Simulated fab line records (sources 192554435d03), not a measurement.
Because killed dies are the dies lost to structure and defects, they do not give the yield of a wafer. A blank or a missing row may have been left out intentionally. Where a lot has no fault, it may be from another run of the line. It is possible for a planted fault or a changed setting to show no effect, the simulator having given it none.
Split-lot trial -- flow n5 finfet -- on a route of 1938 steps: 7 lots, 21 wafers read

ABOUT THE SPLIT
At N5_BEOL_M11_EXPOSE_08 (exposes mask M11), the setting dose mj was moved away from the recipe's 53.75 on 7 of the 21 wafers read, by -7.1% to -3.8%. All remaining wafers had this setting at the recipe value.

FROM THE SPLIT TO THE READING: what the file shows between them, 15 steps
- N5_BEOL_M11_PEB_09: peb time 60 s
- N5_BEOL_M11_DEVELOP_10: develop time 30 s
- N5_BEOL_M11_CD_MEAS_11: target cd 64.1 nm
- N5_BEOL_M11_DESCUM_16: chemistry O2, time 7.9 s
- N5_BEOL_M11_ETCH_61: etches SiARC in CF4, target depth 39 nm, time 65 s
- N5_BEOL_M11_ETCH_62: etches SOC in N2/H2, target depth 110 nm, overetch 22 nm, time 165 s
- N5_BEOL_M11_STRIP_68: strips in N2/H2
- N5_BEOL_M11_STRIP_67: strips in CF4
- N5_BEOL_M11_HM_OPEN_17: chemistry Cl2/BCl3, target TiN, target depth 20 nm, overetch 6 nm
- N5_BEOL_M11_STRIP_19: strips in O2
- N5_BEOL_M11_CD_MEAS_18: pitch 140 nm, target cd 70 nm
- N5_BEOL_M11_COAT_63: time 60 s, resist thk 100 nm
- N5_BEOL_M11_COAT_64: time 60 s, resist thk 30 nm
- N5_BEOL_M11_PRECLEAN_42: cleans in residue remover, time 60 s
- N5_BEOL_M11_SRD_43: time 30 s

THE READING
cd nm at N5_BEOL_M11_CD_MEAS_35, given in nm (cd target 70 nm). A value of 70.1 nm with a standard deviation of 0.51 nm is what fault-free wafers of this fab line usually give.

wafer,"tool, chamber at the split",dose mj as run,against the recipe,"cd nm, nm",against lot-mates on the recipe
L075.3,"arfi scanner-02, 0",50.83,-5.4%,67.9,-3.0
L075.5,"arfi scanner-02, 0",53.75,recipe,70.9,-
L075.6,"arfi scanner-02, 0",50.83,-5.4%,67.4,-3.5
L085.1,"arfi scanner-01, 0",53.75,recipe,69.3,-
L085.5,"arfi scanner-01, 0",53.75,recipe,69.8,-
L085.6,"arfi scanner-01, 0",53.75,recipe,69.8,-
L089.1,"arfi scanner-01, 0",53.75,recipe,70.0,-
L089.4,"arfi scanner-01, 0",51.43,-4.3%,67.9,-2.4
L089.6,"arfi scanner-01, 0",53.75,recipe,70.6,-
L088.2,"arfi scanner-02, 0",53.75,recipe,69.8,-
L088.4,"arfi scanner-02, 0",51.73,-3.8%,68.5,-1.4
L088.6,"arfi scanner-02, 0",53.75,recipe,70.0,-
L096.2,"arfi scanner-01, 0",53.75,recipe,70.0,-
L096.3,"arfi scanner-01, 0",49.92,-7.1%,65.2,-4.6
L096.6,"arfi scanner-01, 0",53.75,recipe,69.7,-
L093.1,"arfi scanner-03, 0",50.75,-5.6%,67.4,-2.3
L093.3,"arfi scanner-03, 0",50.75,-5.6%,67.5,-2.2
L093.6,"arfi scanner-03, 0",53.75,recipe,69.7,-
L095.2,"arfi scanner-01, 0",53.75,recipe,69.4,-
L095.5,"arfi scanner-01, 0",53.75,recipe,70.2,-
L095.6,"arfi scanner-01, 0",53.75,recipe,69.9,-

FIT RESULTS
A straight line over all 21 wafers: cd nm changes by +0.497 nm for each +1% of dose mj; r = +0.94; the points scatter about the line by 0.49 nm.
The same after taking each lot's own level away (the mean of its wafers on the recipe; 21 wafers): +0.538 nm for each +1%; r = +0.96; scatter 0.41 nm.
On that fit, the largest move of dose mj shifts the reading by 3.8 nm.
From 69.63 to 70.90 nm: that is the span of the lots' own levels, equal to 2.5 times the standard deviation above.
The two slopes agree, so the slope changes little with the lot-to-lot level.
Check: for one of the wafers moved furthest among these (-7.1%), held out of the fit, the line's prediction against its lot-mates is -3.52 nm. Against them it came out at -4.65 nm.

THE WHOLE CHAIN: every reading that the file lists as answering this split, in the file's order
step,what it does,reading,change (the file's fit),r (the file's)
N5_BEOL_M11_CD_MEAS_11,target cd 64.1 nm,cd nm,+0.591 nm for each +1% of the setting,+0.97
N5_BEOL_M11_ETCH_61,"etches SiARC in CF4, target depth 39 nm, time 65 s","BEOL_M11.cd offset nm (the simulator's own value, which no gauge read)",+0.521 nm for each +1% of the setting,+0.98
N5_BEOL_M11_ETCH_62,"etches SOC in N2/H2, target depth 110 nm, overetch 22 nm, time 165 s","BEOL_M11.cd offset nm (the simulator's own value, which no gauge read)",+0.565 nm for each +1% of the setting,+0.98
N5_BEOL_M11_CD_MEAS_18,"pitch 140 nm, target cd 70 nm",cd nm,+0.585 nm for each +1% of the setting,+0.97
N5_BEOL_M11_CD_MEAS_35,target cd 70 nm,cd nm,+0.546 nm for each +1% of the setting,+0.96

THE FILE'S OWN FIT
cd nm changes by +0.546 nm for each +1% of dose mj, r = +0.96.
